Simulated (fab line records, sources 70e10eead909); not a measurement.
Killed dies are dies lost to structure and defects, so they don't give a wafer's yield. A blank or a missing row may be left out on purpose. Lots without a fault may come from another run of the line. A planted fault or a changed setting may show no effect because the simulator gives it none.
Which tool did it? | flow nand_harc | 12 lots, 36 wafers sampled, at 5 steps of a route of 1302

WHAT THE GAUGES READ, wafer by wafer
NHARC_END_SORT_01.
lot  | measured     | on        | killed_at_array | killed_at_other | killed_at_periphery | killed_dies | killed_open | killed_short
L700 | day 34 05:34 | prober-01 | 50 44 54        | 1 0 0           | 2 1 0               | 53 45 54    | 5 2 1       | 2 4 3

WHICH TOOL RAN EACH LOT (tool, then ch and the chambers of the sampled wafers, then the start)
lot  | NHARC_A_STAIRCASE_TRIM_226                    | NHARC_A_STAIRCASE_TRIM_233                    | NHARC_A_STAIRCASE_ETCH_234                    | NHARC_A_STAIRCASE_HM_DEP_456
L681 | rie_diel-06 ch 0,2,3, day 17 07:19 or earlier | rie_diel-06 ch 0,1,3, day 17 07:19 or earlier | rie_diel-06 ch 0,1,2, day 17 07:19 or earlier | acl_dep-02 ch 0, day 17 07:19
L682 | rie_diel-13 ch 0,2,3, day 17 09:18 or earlier | rie_diel-13 ch 0,1, day 17 09:18 or earlier   | rie_diel-13 ch 1,2,3, day 17 09:18 or earlier | acl_dep-01 ch 0, day 17 09:18
L680 | rie_diel-06 ch 2,3, day 17 09:28 or earlier   | rie_diel-13 ch 1,2, day 17 09:28 or earlier   | rie_diel-13 ch 2,3, day 17 09:28 or earlier   | acl_dep-02 ch 0, day 17 09:28
L683 | rie_diel-06 ch 0,2,3, day 17 20:46 or earlier | rie_diel-06 ch 1,2,3, day 17 20:46 or earlier | rie_diel-06 ch 1,2,3, day 17 20:46 or earlier | acl_dep-03 ch 0, day 17 20:46
L684 | rie_diel-01 ch 0,1,3, day 18 06:38 or earlier | rie_diel-01 ch 0,1,2, day 18 06:38 or earlier | rie_diel-01 ch 0,1,3, day 18 06:38 or earlier | acl_dep-02 ch 0, day 18 06:38 and acl_dep-01 ch 0, day 18 09:02
L685 | rie_diel-01 ch 0,1,3, day 18 18:47 or earlier | rie_diel-01 ch 0,2,3, day 18 18:47 or earlier | rie_diel-01 ch 0,2,3, day 18 18:47 or earlier | acl_dep-03 ch 0, day 18 18:47
L694 | rie_diel-01 ch 1,3, day 22 12:38 or earlier   | rie_diel-01 ch 1,2,3, day 22 12:38 or earlier | rie_diel-01 ch 0,2,3, day 22 12:38 or earlier | acl_dep-03 ch 0, day 22 12:38
L696 | rie_diel-01 ch 0,1,3, day 23 06:07 or earlier | rie_diel-06 ch 2,3, day 23 06:07 or earlier   | rie_diel-06 ch 0,1,2, day 23 06:07 or earlier | acl_dep-02 ch 0, day 23 06:07
L698 | rie_diel-13 ch 0,1,2, day 24 05:50 or earlier | rie_diel-13 ch 0,2,3, day 24 05:50 or earlier | rie_diel-13 ch 0,1,2, day 24 05:50 or earlier | acl_dep-02 ch 0, day 24 05:50
L697 | rie_diel-01 ch 1,2, day 24 11:31 or earlier   | rie_diel-06 ch 1,2, day 24 11:31 or earlier   | rie_diel-06 ch 2,3, day 24 11:31 or earlier   | acl_dep-02 ch 0, day 24 11:31
L701 | rie_diel-01 ch 0,1,3, day 25 16:52 or earlier | rie_diel-13 ch 1,3, day 25 16:52 or earlier   | rie_diel-13 ch 0,1, day 25 16:52 or earlier   | acl_dep-02 ch 0, day 25 16:52
L700 | rie_diel-13 ch 0,1, day 25 20:37 or earlier   | rie_diel-13 ch 0,3, day 25 20:37 or earlier   | rie_diel-13 ch 2,3, day 25 20:37 or earlier   | acl_dep-02 ch 0, day 25 20:37
- NHARC_A_STAIRCASE_TRIM_226: chemistry O2, time 211.2 s.
- NHARC_A_STAIRCASE_TRIM_233: chemistry O2, time 211.2 s.
- NHARC_A_STAIRCASE_ETCH_234: etches the open film in C4F8/O2, target depth 100 nm, time 40.5 s.
- NHARC_A_STAIRCASE_HM_DEP_456: deposits aC, target thk 3100 nm.

WHAT THE TOOLS THEMSELVES READ (means of the sampled wafers that have a number; where no wafer has one, the mark that the record gives instead)
NHARC_A_STAIRCASE_TRIM_226.
lot  | tool        | drypump_motor_current_A (A) | oes_product_au (a.u.) | rf_vpp_V (V) | showerhead_plenum_p_Torr (Torr) | throttle_valve_pct (%)
L681 | rie_diel-06 | 5.7                         | 1.011                 | 58.2         | 3.48                            | 17.034
L682 | rie_diel-13 | 6.0                         | 1.004                 | 58.2         | 3.69                            | 17.036
L680 | rie_diel-06 | 5.4                         | 1.014                 | 57.6         | 3.40                            | 17.037
L683 | rie_diel-06 | 5.7                         | 1.018                 | 57.5         | 3.47                            | 17.042
L684 | rie_diel-01 | 5.9                         | 0.998                 | 57.2         | 3.49                            | 17.035
L685 | rie_diel-01 | 5.8                         | 0.997                 | 58.4         | 3.49                            | 17.027
L694 | rie_diel-01 | 6.3                         | 1.001                 | 57.9         | 3.35                            | 17.042
L696 | rie_diel-01 | 5.9                         | 0.992                 | 58.2         | 3.47                            | 17.036
L698 | rie_diel-13 | 5.8                         | 1.007                 | 57.9         | 3.58                            | 17.040
L697 | rie_diel-01 | 5.7                         | 0.995                 | 56.8         | 3.42                            | 17.041
L701 | rie_diel-01 | 5.9                         | 0.995                 | 57.7         | 3.64                            | 17.047
L700 | rie_diel-13 | 5.5                         | 1.007                 | 57.8         | 3.63                            | 17.033

NHARC_A_STAIRCASE_TRIM_233.
lot  | tool        | drypump_motor_current_A (A) | oes_product_au (a.u.) | rf_vpp_V (V) | showerhead_plenum_p_Torr (Torr) | throttle_valve_pct (%)
L681 | rie_diel-06 | 5.9                         | 1.013                 | 58.1         | 3.45                            | 17.031
L682 | rie_diel-13 | 5.5                         | 0.993                 | 57.9         | 3.67                            | 17.043
L680 | rie_diel-13 | 5.8                         | 1.004                 | 57.3         | 3.49                            | 17.029
L683 | rie_diel-06 | 5.5                         | 1.007                 | 57.4         | 3.36                            | 17.028
L684 | rie_diel-01 | 5.6                         | 1.000                 | 57.6         | 3.60                            | 17.038
L685 | rie_diel-01 | 5.9                         | 1.000                 | 58.5         | 3.63                            | 17.039
L694 | rie_diel-01 | 6.0                         | 0.997                 | 56.8         | 3.46                            | 17.043
L696 | rie_diel-06 | 5.4                         | 1.007                 | 57.8         | 3.37                            | 17.035
L698 | rie_diel-13 | 6.0                         | 1.000                 | 57.6         | 3.66                            | 17.031
L697 | rie_diel-06 | 5.7                         | 1.000                 | 57.8         | 3.64                            | 17.039
L701 | rie_diel-13 | 6.1                         | 1.003                 | 58.7         | 3.53                            | 17.033
L700 | rie_diel-13 | 5.7                         | 1.009                 | 57.9         | 3.71                            | 17.041

NHARC_A_STAIRCASE_ETCH_234.
lot  | tool        | oes_product_au (a.u.) | rf_fwd_power_W (W) | rf_vpp_V (V)
L681 | rie_diel-06 | 0.949                 | 594.3              | 893
L682 | rie_diel-13 | 0.939                 | 592.4              | 898
L680 | rie_diel-13 | 0.927                 | 589.7              | 901
L683 | rie_diel-06 | 0.950                 | 592.1              | 889
L684 | rie_diel-01 | 0.946                 | 590.4              | 894
L685 | rie_diel-01 | 0.948                 | 592.3              | 900
L694 | rie_diel-01 | 0.937                 | 590.3              | 898
L696 | rie_diel-06 | 0.959                 | 594.3              | 898
L698 | rie_diel-13 | 0.945                 | 591.7              | 898
L697 | rie_diel-06 | 0.953                 | 592.7              | 889
L701 | rie_diel-13 | 0.948                 | 594.3              | 895
L700 | rie_diel-13 | 0.939                 | 592.1              | 899

NHARC_A_STAIRCASE_HM_DEP_456.
lot  | tool                  | throttle_valve_pct (%)
L681 | acl_dep-02            | 34.997
L682 | acl_dep-01            | 35.004
L680 | acl_dep-02            | 35.013
L683 | acl_dep-03            | 35.000
L684 | acl_dep-02/acl_dep-01 | 35.008
L685 | acl_dep-03            | 34.998
L694 | acl_dep-03            | 35.006
L696 | acl_dep-02            | 35.000
L698 | acl_dep-02            | 34.995
L697 | acl_dep-02            | 34.996
L701 | acl_dep-02            | 34.992
L700 | acl_dep-02            | 35.002

THE ANSWER, worked out from the rows above alone
Rule: what is usual is taken from the lots themselves. Put in order of their means at a reading, lots are off if they are a third of the lots or fewer, leave a main group of 4 or more, and stand apart from it by a gap of 3 or more times the standard deviation of the main group's means; of several such gaps the widest counts. A main group whose means are all the same, to the digits that the tables above print for the reading, isn't used. A lot without any number at a reading at which 4 lots or more have one is off too. The other lots that the step has rows for count as sound. The gauges are gone through in route order, then the tools' own readings, and for those a lot's mean is taken as printed above. The first step at which some lot is off is used, and at that step the reading that is off furthest; a lot without a number counts as furthest.
No lot is off at any reading shown: from this, nothing can be told.

WHAT THE SIMULATOR HAD PUT IN
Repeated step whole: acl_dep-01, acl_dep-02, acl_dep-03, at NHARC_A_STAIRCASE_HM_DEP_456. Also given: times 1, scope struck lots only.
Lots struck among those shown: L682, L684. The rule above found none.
